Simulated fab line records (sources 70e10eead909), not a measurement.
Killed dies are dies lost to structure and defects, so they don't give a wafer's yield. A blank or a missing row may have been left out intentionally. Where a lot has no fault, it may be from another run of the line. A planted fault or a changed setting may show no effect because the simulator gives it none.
Comparing a struck lot with a sound one ; flow nand_harc ; 36 steps out of a route of 1302
Sound: the wafers L681.1, L681.3, L681.5. Struck: wafers L690.2, L690.4, L690.5. At the end, the cause is stated.
At each step with rows: each side's tool, then ch and its chambers, then its first start. Under that, the readings that differ: sound wafers ; struck wafers ; difference of the means ; sigmas: that difference in standard deviations of wafers without a fault.
alike: a reading whose means differ by less than 2 such deviations, as well as words and numbers matching on both sides. not compared: withheld readings; readings where some wafer has no value; bounds like >300 that might hide an equal value; numbers whose values overlap and for which the record gives no deviation.
Wherever a step has rows on one side only, a row that says differs or no value, or a row with sigmas, the two part there. When numbers do not overlap yet have no deviation, they are printed without sigmas and do not part them. A reading that every wafer of one side lacks parts them only if that side has two wafers or more.

NHARC_A_SLIT_CD_MEAS_21:
  struck on cd_sem-02, day 24 12:17; sound on cd_sem-03, day 20 09:31
  alike: cd_nm
then, 3 steps without rows for these wafers: NHARC_A_SIN_REMOVE_WET_00 (chemistry H3PO4, time 15300 s); NHARC_A_SIN_REMOVE_PRECLEAN_01 (cleans in SC1); NHARC_A_SIN_REMOVE_SRD_02.
NHARC_A_SIN_REMOVE_INSPECT_04:
  struck on defect_inspect-01, day 24 18:54; sound on defect_inspect-02, day 20 16:05
  alike: raw_defect_count
then, 1 step without rows for these wafers: NHARC_A_WL_FILL_ALD_00 (deposits Al2O3, target thk 3 nm, pulse time 3 s, ald cycles 30).
NHARC_A_WL_FILL_RTA_01: time 5 s.
  sound on rtp_anneal-01 ch 0, day 20 16:26; struck on rtp_anneal-02 ch 0, day 24 19:15
reading;sound;struck;difference;sigmas
lamp_power_pct (%);31.9 31.9 32.0;29.0 29.1 29.0;-2.9;-2
  alike: wafer_temp_C_max
NHARC_A_WL_FILL_ALD_02: deposits TiN, target thk 2 nm, pulse time 3 s, ald cycles 100.
  sound on ald_metal-03 ch 0,1,3, day 20 16:39; struck on ald_metal-04 ch 0,1,2, day 24 19:31
  alike: heater_power_outer_w, heater_power_w, precursor_pulse_height_rel
NHARC_A_WL_FILL_CVD_03: deposits W, target thk 40 nm, time 279 s.
  sound on cvd_w-02 ch 0,1, day 20 17:05; struck on cvd_w-02 ch 0,1, day 24 19:55
  alike: heater_power_outer_w, heater_power_w, throttle_valve_pct
then, 1 step without rows for these wafers: NHARC_A_WL_FILL_ETCHBACK_04 (etches the open film in NF3, target depth 60 nm, time 120 s).
NHARC_A_WL_FILL_ETCHBACK_05: etches the open film in Cl2/BCl3, target depth 22 nm, time 60 s.
  sound on rie_metal-01 ch 0,1, day 20 17:43; struck on rie_metal-01 ch 0,1, day 24 20:30
  alike: drypump_motor_current_A, oes_product_au
  not compared: rf_hours_counter_h
NHARC_A_WL_FILL_STRIP_27: strips in N2/H2, time 20 s.
  sound on plasma_asher-01 ch 0,1, day 20 17:51; struck on plasma_asher-02 ch 0,1, day 24 20:38
  alike: drypump_motor_current_A, heater_power_w
  not compared: rf_hours_counter_h
then, 16 steps without rows for these wafers: NHARC_A_WL_FILL_STRIP_28 (strips in post etch residue remover, time 1200 s); NHARC_A_WL_FILL_PRECLEAN_06 (cleans in DIW, time 300 s); NHARC_A_WL_FILL_SRD_07; NHARC_A_WL_FILL_ANNEAL_08 (time 1800 s); NHARC_A_WL_FILL_ALD_10 (deposits SiO2, target thk 50 nm, pulse time 10 s, ald cycles 500); NHARC_A_WL_FILL_ETCHBACK_16 (etches the open film in C4F8/O2/Ar, target depth 120 nm, time 24 s); NHARC_A_WL_FILL_STRIP_29 (strips in O2, time 20 s); NHARC_A_WL_FILL_ETCHBACK_17 (etches the open film in Cl2/BCl3, target depth 4 nm, time 26.7 s); NHARC_A_WL_FILL_PRECLEAN_18 (cleans in dHF, time 30 s); NHARC_A_WL_FILL_SRD_21; NHARC_A_WL_FILL_CVD_23 (deposits poly-Si, target thk 40 nm, time 800 s); NHARC_A_WL_FILL_ETCHBACK_26 (etches the open film in HBr, target depth 52 nm, time 13.3 s); NHARC_A_WL_FILL_PRECLEAN_30 (cleans in dHF, time 10 s); NHARC_A_WL_FILL_SRD_14; NHARC_A_WL_FILL_ALD_19 (deposits TiN, target thk 2 nm, pulse time 3 s, ald cycles 100); NHARC_A_WL_FILL_CVD_20 (deposits W, target thk 100 nm, time 74 s).
NHARC_A_WL_FILL_CMP_12: polishes, t overpolish 30 s, target thk 100 nm.
  sound on cmp-01 ch 1,2,3, day 21 20:27; struck on cmp-01 ch 1,3, day 25 14:16
  alike: motor_current_A, overpolish_run_s, retaining_ring_pressure_frac, slurry_flow_ml_min, time_to_endpoint_s
then, 5 steps without rows for these wafers: NHARC_A_WL_FILL_SRD_31; NHARC_A_CONTACT_DEP_24 (deposits SiO2, target thk 500 nm); NHARC_A_CONTACT_DEP_28 (deposits aC, target thk 7000 nm); NHARC_A_CONTACT_DEP_29 (deposits SiON, target thk 100 nm); NHARC_A_CONTACT_DEHYDRATE_32 (time 120 s).
NHARC_A_CONTACT_DESCUM_47: chemistry O2, time 3 s.
  sound on rie_diel-02 ch 2,3, day 22 02:59; struck on rie_diel-10 ch 0,1,2, day 25 22:11
reading;sound;struck;difference;sigmas
hold;- - -;await_dispo/1.0h/release await_dispo/1.0h/release await_dispo/1.0h/release;no value on the sound wafers;
  alike: drypump_motor_current_A, oes_product_au, rf_vpp_V, showerhead_plenum_p_Torr, throttle_valve_pct
  not compared: rf_hours_counter_h
-- the record jumps here: 4 days lie between the struck wafers' starts before and after (it left off in module A_CONTACT and takes up again in module END, whose first step shown is number 1302 of the route) --
NHARC_END_SORT_01:
  the record has rows for the struck wafers here (prober-02 ch 0, day 29 22:42) and none for the sound ones

== WHERE THEY PART ==
Last at NHARC_END_SORT_01 as far as this record goes, first at NHARC_A_WL_FILL_RTA_01.

WHY: the cause the simulator had injected
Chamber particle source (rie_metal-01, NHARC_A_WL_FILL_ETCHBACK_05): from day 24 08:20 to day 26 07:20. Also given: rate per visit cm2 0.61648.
